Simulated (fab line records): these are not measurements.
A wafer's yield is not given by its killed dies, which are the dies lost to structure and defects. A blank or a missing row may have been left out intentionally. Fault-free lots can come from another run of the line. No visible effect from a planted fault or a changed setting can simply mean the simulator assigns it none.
Which tool is to blame? | flow n5-finfet | 72 wafers from 24 lots sampled at 5 of the route's 1938 steps

## WHAT THE GAUGES READ, wafer by wafer
N5_BEOL_M0_SAQP_CD_MEAS_40: the cd target is 30 nm.
lot  | measured     | on        | cd-nm (nm)
L074 | day 5 16:17  | cd-sem-02 | 30.01 29.86 29.53
L075 | day 6 02:33  | cd-sem-02 | 30.03 29.69 29.86
L076 | day 6 11:16  | cd-sem-03 | 29.98 30.28 30.03
L077 | day 6 13:38  | cd-sem-03 | 30.19 30.20 30.42
L078 | day 6 16:24  | cd-sem-01 | 29.68 29.70 29.76
L079 | day 7 00:14  | cd-sem-02 | 29.64 30.18 30.22
L080 | day 7 03:39  | cd-sem-02 | 29.86 29.65 29.92
L081 | day 7 12:15  | cd-sem-03 | 30.17 30.01 30.35
L082 | day 7 17:09  | cd-sem-02 | 30.09 30.05 29.89
L083 | day 8 00:57  | cd-sem-01 | 30.14 29.78 29.80
L084 | day 8 05:46  | cd-sem-02 | 30.56 29.70 30.18
L085 | day 8 12:47  | cd-sem-02 | 30.50 29.91 30.53
L086 | day 8 19:16  | cd-sem-02 | 29.91 30.15 30.02
L087 | day 9 01:58  | cd-sem-02 | 29.87 29.92 29.82
L088 | day 9 06:22  | cd-sem-03 | 29.88 29.82 30.14
L089 | day 9 11:35  | cd-sem-01 | 30.40 30.10 30.05
L090 | day 9 15:51  | cd-sem-03 | 29.89 30.42 30.10
L091 | day 9 22:31  | cd-sem-03 | 30.47 30.56 30.36
L092 | day 10 02:22 | cd-sem-03 | 30.11 30.66 30.20
L093 | day 10 09:20 | cd-sem-03 | 29.37 30.00 29.67
L094 | day 10 15:31 | cd-sem-02 | 29.79 30.04 29.83
L095 | day 10 20:04 | cd-sem-03 | 29.98 29.70 29.97
L096 | day 11 04:37 | cd-sem-01 | 30.17 30.37 30.13
L097 | day 11 11:10 | cd-sem-01 | 30.37 30.32 30.31

N5_BEOL_M0_CUTY_OVL_MEAS_58.
lot  | measured     | on         | M0_ABLK_OVL (nm)
L074 | day 5 17:52  | overlay-01 | -1.6 0.1 -1.2
L075 | day 6 04:00  | overlay-02 | 0.4 0.3 0.5
L076 | day 6 12:49  | overlay-01 | 0.6 0.4 0.6
L077 | day 6 15:17  | overlay-01 | 0.0 0.6 -0.5
L078 | day 6 17:52  | overlay-01 | -0.8 -1.1 -0.4
L079 | day 7 01:47  | overlay-01 | -1.2 -1.2 -1.9
L080 | day 7 05:07  | overlay-01 | 0.0 -0.7 -0.1
L081 | day 7 13:40  | overlay-01 | -0.2 0.2 0.2
L082 | day 7 18:37  | overlay-01 | 0.3 0.2 -0.7
L083 | day 8 02:18  | overlay-01 | -0.2 -0.7 -0.9
L084 | day 8 07:25  | overlay-02 | 1.3 0.9 0.8
L085 | day 8 14:14  | overlay-01 | -0.3 -0.8 0.3
L086 | day 8 20:43  | overlay-01 | 0.4 -0.8 0.0
L087 | day 9 03:17  | overlay-02 | 0.5 -1.3 -0.5
L088 | day 9 08:05  | overlay-02 | 0.7 0.3 1.5
L089 | day 9 13:55  | overlay-01 | -0.6 -0.6 -0.8
L090 | day 9 17:37  | overlay-01 | 0.3 1.0 0.4
L091 | day 10 00:04 | overlay-02 | -0.9 1.3 0.9
L092 | day 10 03:49 | overlay-02 | -0.8 -0.8 -1.3
L093 | day 10 10:47 | overlay-02 | 0.0 0.5 1.8
L094 | day 10 16:52 | overlay-02 | -0.1 1.0 0.4
L095 | day 10 21:32 | overlay-01 | -0.2 -0.6 0.0
L096 | day 11 06:14 | overlay-01 | -0.2 -1.2 0.3
L097 | day 11 12:45 | overlay-02 | 0.6 0.1 0.3

## WHICH TOOL RAN EACH LOT (tool, then ch and the chambers of the sampled wafers, then the start)
lot  | N5_BEOL_M0_SAQP_RECESS_104         | N5_BEOL_M0_SAQP_ETCH_107           | N5_BEOL_M0_SAQP_ETCH_49
L074 | vapor-etch-02 ch 0,1, day 5 14:12  | rie-diel-05 ch 1,2,3, day 5 14:43  | rie-diel-05 ch 0,1,3, day 5 17:21
L075 | vapor-etch-01 ch 0, day 5 23:37    | rie-diel-05 ch 1,3, day 6 00:29    | rie-diel-04 ch 0,1,3, day 6 03:29
L076 | vapor-etch-01 ch 0, day 6 09:20    | rie-diel-05 ch 0,2,3, day 6 09:58  | rie-diel-05 ch 1,2, day 6 12:17
L077 | vapor-etch-01 ch 0, day 6 10:50    | rie-diel-04 ch 1,2, day 6 11:28    | rie-diel-05 ch 0,2,3, day 6 14:45
L078 | vapor-etch-02 ch 0,1, day 6 14:10  | rie-diel-01 ch 1,2,3, day 6 14:44  | rie-diel-01 ch 1,2,3, day 6 17:20
L079 | vapor-etch-01 ch 0, day 6 22:10    | rie-diel-05 ch 1,2,3, day 6 22:48  | rie-diel-01 ch 1,2, day 7 01:23
L080 | vapor-etch-01 ch 0, day 7 01:36    | rie-diel-05 ch 2,3, day 7 02:21    | rie-diel-05 ch 0,2, day 7 04:35
L081 | vapor-etch-01 ch 0, day 7 09:32    | rie-diel-04 ch 0,1,2, day 7 10:03  | rie-diel-05 ch 1,2,3, day 7 13:16
L082 | vapor-etch-02 ch 1, day 7 15:05    | rie-diel-04 ch 0,1,2, day 7 15:43  | rie-diel-05 ch 0,1, day 7 18:05
L083 | vapor-etch-01 ch 0,1, day 7 23:08  | rie-diel-05 ch 1,2, day 7 23:38    | rie-diel-05 ch 0,1,3, day 8 01:54
L084 | vapor-etch-01 ch 0,1, day 8 03:15  | rie-diel-04 ch 1,3, day 8 03:46    | rie-diel-01 ch 1,2,3, day 8 06:53
L085 | vapor-etch-01 ch 0,1, day 8 10:58  | rie-diel-04 ch 0,3, day 8 11:29    | rie-diel-01 ch 2,3, day 8 13:43
L086 | vapor-etch-02 ch 0,1, day 8 16:45  | rie-diel-05 ch 1,2,3, day 8 17:22  | rie-diel-01 ch 0,2,3, day 8 20:11
L087 | vapor-etch-01 ch 0,1, day 8 23:58  | rie-diel-05 ch 0,1,3, day 9 00:38  | rie-diel-04 ch 0,2, day 9 02:53
L088 | vapor-etch-01 ch 0,1, day 9 04:36  | rie-diel-05 ch 0,1,2, day 9 05:01  | rie-diel-05 ch 0,3, day 9 07:34
L089 | vapor-etch-01 ch 0,1, day 9 09:39  | rie-diel-04 ch 0,1,3, day 9 10:10  | rie-diel-04 ch 0,1,2, day 9 13:23
L090 | vapor-etch-01 ch 0,1, day 9 14:02  | rie-diel-04 ch 1,3, day 9 14:33    | rie-diel-05 ch 0,1, day 9 17:05
L091 | vapor-etch-02 ch 0,1, day 9 19:46  | rie-diel-05 ch 0,1, day 9 20:12    | rie-diel-04 ch 0,3, day 9 23:33
L092 | vapor-etch-02 ch 0,1, day 10 00:26 | rie-diel-04 ch 1,2,3, day 10 00:56 | rie-diel-05 ch 0,1,2, day 10 03:17
L093 | vapor-etch-02 ch 0,1, day 10 07:14 | rie-diel-05 ch 1,2, day 10 07:47   | rie-diel-05 ch 0,1,2, day 10 10:16
L094 | vapor-etch-01 ch 1, day 10 13:25   | rie-diel-05 ch 1,3, day 10 13:56   | rie-diel-05 ch 1,2, day 10 16:28
L095 | vapor-etch-02 ch 0,1, day 10 18:14 | rie-diel-04 ch 0,2,3, day 10 18:46 | rie-diel-05 ch 1,2,3, day 10 21:00
L096 | vapor-etch-01 ch 0,1, day 11 02:14 | rie-diel-04 ch 1,2,3, day 11 03:08 | rie-diel-05 ch 0,1,2, day 11 05:50
L097 | vapor-etch-01 ch 0,1, day 11 09:13 | rie-diel-05 ch 0,1, day 11 09:44   | rie-diel-01 ch 0,2,3, day 11 12:21
- N5_BEOL_M0_SAQP_RECESS_104: chemistry HF/NH3, target SiO2, target depth 18 nm, afs cycles 3, sublimation time 60 s.
- N5_BEOL_M0_SAQP_ETCH_107: etches SiNx in CH3F/O2, target depth 30 nm.
- N5_BEOL_M0_SAQP_ETCH_49: etches SiO2 in CF4/O2, target depth 37 nm.

## AS READ BY THE TOOLS THEMSELVES (means over the sampled wafers that have a number; for cases with no such wafer, the mark the record gives instead)
N5_BEOL_M0_SAQP_RECESS_104.
lot  | tool          | drypump-motor-current-A (A)
L074 | vapor-etch-02 | 6.10
L075 | vapor-etch-01 | 6.24
L076 | vapor-etch-01 | 6.27
L077 | vapor-etch-01 | 6.26
L078 | vapor-etch-02 | 5.96
L079 | vapor-etch-01 | 6.27
L080 | vapor-etch-01 | 6.23
L081 | vapor-etch-01 | 6.24
L082 | vapor-etch-02 | 6.26
L083 | vapor-etch-01 | 6.13
L084 | vapor-etch-01 | 6.06
L085 | vapor-etch-01 | 6.10
L086 | vapor-etch-02 | 5.95
L087 | vapor-etch-01 | 6.11
L088 | vapor-etch-01 | 5.90
L089 | vapor-etch-01 | 5.89
L090 | vapor-etch-01 | 5.90
L091 | vapor-etch-02 | 5.98
L092 | vapor-etch-02 | 5.96
L093 | vapor-etch-02 | 5.97
L094 | vapor-etch-01 | 5.70
L095 | vapor-etch-02 | 6.14
L096 | vapor-etch-01 | 6.09
L097 | vapor-etch-01 | 5.90

N5_BEOL_M0_SAQP_ETCH_107.
lot  | tool        | drypump-motor-current-A (A) | oes-product-au (a.u.) | rf-vpp-V (V) | showerhead-plenum-p-Torr (Torr) | throttle-valve-pct (%)
L074 | rie-diel-05 | 5.5                         | 0.87                  | 294          | 2.01                            | 16.36
L075 | rie-diel-05 | 5.3                         | 0.90                  | 293          | 2.02                            | 16.28
L076 | rie-diel-05 | 5.1                         | 0.80                  | 292          | 1.99                            | 16.39
L077 | rie-diel-04 | 5.6                         | 0.82                  | 287          | 1.94                            | 16.25
L078 | rie-diel-01 | 5.9                         | 0.85                  | 296          | 2.03                            | 16.23
L079 | rie-diel-05 | 5.5                         | 0.86                  | 293          | 2.01                            | 16.37
L080 | rie-diel-05 | 5.1                         | 0.85                  | 292          | 1.95                            | 16.29
L081 | rie-diel-04 | 5.7                         | 0.78                  | 293          | 1.95                            | 16.37
L082 | rie-diel-04 | 5.7                         | 0.78                  | 293          | 1.95                            | 16.38
L083 | rie-diel-05 | 5.8                         | 0.85                  | 295          | 2.06                            | 16.48
L084 | rie-diel-04 | 5.8                         | 0.81                  | 298          | 1.96                            | 16.49
L085 | rie-diel-04 | 5.8                         | 0.70                  | 301          | 1.98                            | 16.68
L086 | rie-diel-05 | 5.5                         | 0.84                  | 292          | 2.01                            | 16.41
L087 | rie-diel-05 | 5.2                         | 0.81                  | 293          | 2.05                            | 16.41
L088 | rie-diel-05 | 5.4                         | 0.79                  | 294          | 2.04                            | 16.52
L089 | rie-diel-04 | 5.8                         | 0.75                  | 298          | 1.97                            | 16.59
L090 | rie-diel-04 | 5.8                         | 0.75                  | 298          | 1.97                            | 16.68
L091 | rie-diel-05 | 5.5                         | 0.81                  | 296          | 2.10                            | 16.53
L092 | rie-diel-04 | 5.7                         | 0.77                  | 294          | 1.95                            | 16.49
L093 | rie-diel-05 | 5.7                         | 0.83                  | 294          | 2.06                            | 16.52
L094 | rie-diel-05 | 5.3                         | 0.85                  | 293          | 2.01                            | 16.34
L095 | rie-diel-04 | 5.7                         | 0.71                  | 295          | 1.96                            | 16.59
L096 | rie-diel-04 | 5.7                         | 0.76                  | 293          | 1.95                            | 16.51
L097 | rie-diel-05 | 5.1                         | 0.74                  | 295          | 2.07                            | 16.56

N5_BEOL_M0_SAQP_ETCH_49.
lot  | tool        | drypump-motor-current-A (A) | oes-product-au (a.u.) | rf-vpp-V (V) | showerhead-plenum-p-Torr (Torr) | throttle-valve-pct (%)
L074 | rie-diel-05 | 5.2                         | 0.85                  | 238          | 2.27                            | 15.88
L075 | rie-diel-04 | 5.8                         | 0.77                  | 242          | 2.18                            | 16.07
L076 | rie-diel-05 | 5.7                         | 0.86                  | 239          | 2.27                            | 15.93
L077 | rie-diel-05 | 5.1                         | 0.81                  | 236          | 2.19                            | 15.86
L078 | rie-diel-01 | 5.9                         | 0.84                  | 240          | 2.24                            | 15.75
L079 | rie-diel-01 | 5.8                         | 0.77                  | 241          | 2.26                            | 15.75
L080 | rie-diel-05 | 5.2                         | 0.76                  | 237          | 2.19                            | 15.94
L081 | rie-diel-05 | 5.4                         | 0.85                  | 238          | 2.21                            | 15.84
L082 | rie-diel-05 | 5.1                         | 0.78                  | 239          | 2.30                            | 16.03
L083 | rie-diel-05 | 5.2                         | 0.82                  | 238          | 2.26                            | 15.91
L084 | rie-diel-01 | 5.9                         | 0.83                  | 240          | 2.23                            | 15.77
L085 | rie-diel-01 | 5.5                         | 0.86                  | 240          | 2.22                            | 15.74
L086 | rie-diel-01 | 5.9                         | 0.82                  | 244          | 2.23                            | 15.98
L087 | rie-diel-04 | 5.6                         | 0.75                  | 235          | 2.15                            | 15.87
L088 | rie-diel-05 | 4.9                         | 0.81                  | 237          | 2.20                            | 15.84
L089 | rie-diel-04 | 5.7                         | 0.76                  | 237          | 2.15                            | 15.91
L090 | rie-diel-05 | 5.1                         | 0.77                  | 239          | 2.30                            | 16.05
L091 | rie-diel-04 | 5.8                         | 0.69                  | 244          | 2.18                            | 16.24
L092 | rie-diel-05 | 5.4                         | 0.79                  | 238          | 2.24                            | 16.00
L093 | rie-diel-05 | 5.4                         | 0.77                  | 238          | 2.24                            | 16.01
L094 | rie-diel-05 | 5.8                         | 0.83                  | 239          | 2.26                            | 15.98
L095 | rie-diel-05 | 5.5                         | 0.82                  | 238          | 2.20                            | 15.88
L096 | rie-diel-05 | 5.4                         | 0.77                  | 238          | 2.24                            | 16.02
L097 | rie-diel-01 | 5.8                         | 0.88                  | 243          | 2.22                            | 15.86

## THE ANSWER, worked out from the rows above alone
Rule: usual is defined by the lots themselves. Put in order of their means at a reading, lots are off if they are a third of the lots or fewer, leave a main group of 4 or more, and stand apart from it by a gap of 3 or more times the standard deviation of the main group's means; of several such gaps the widest counts. If all means in a main group match to the digits the tables above print for the reading, that group is not used. Also off: a lot with no number at a reading for which 4 or more lots have one. Any other lot the step has rows for is counted as sound. After the gauges, taken in route order, come the tools' own readings; for these a lot's mean is taken, as printed above. At the first step where some lot is off, the reading lying furthest off is the one used; lots without a number count as furthest.
No lot is off on any of the readings shown, so nothing can be concluded from this.

## WHAT THE SIMULATOR HAD INSERTED
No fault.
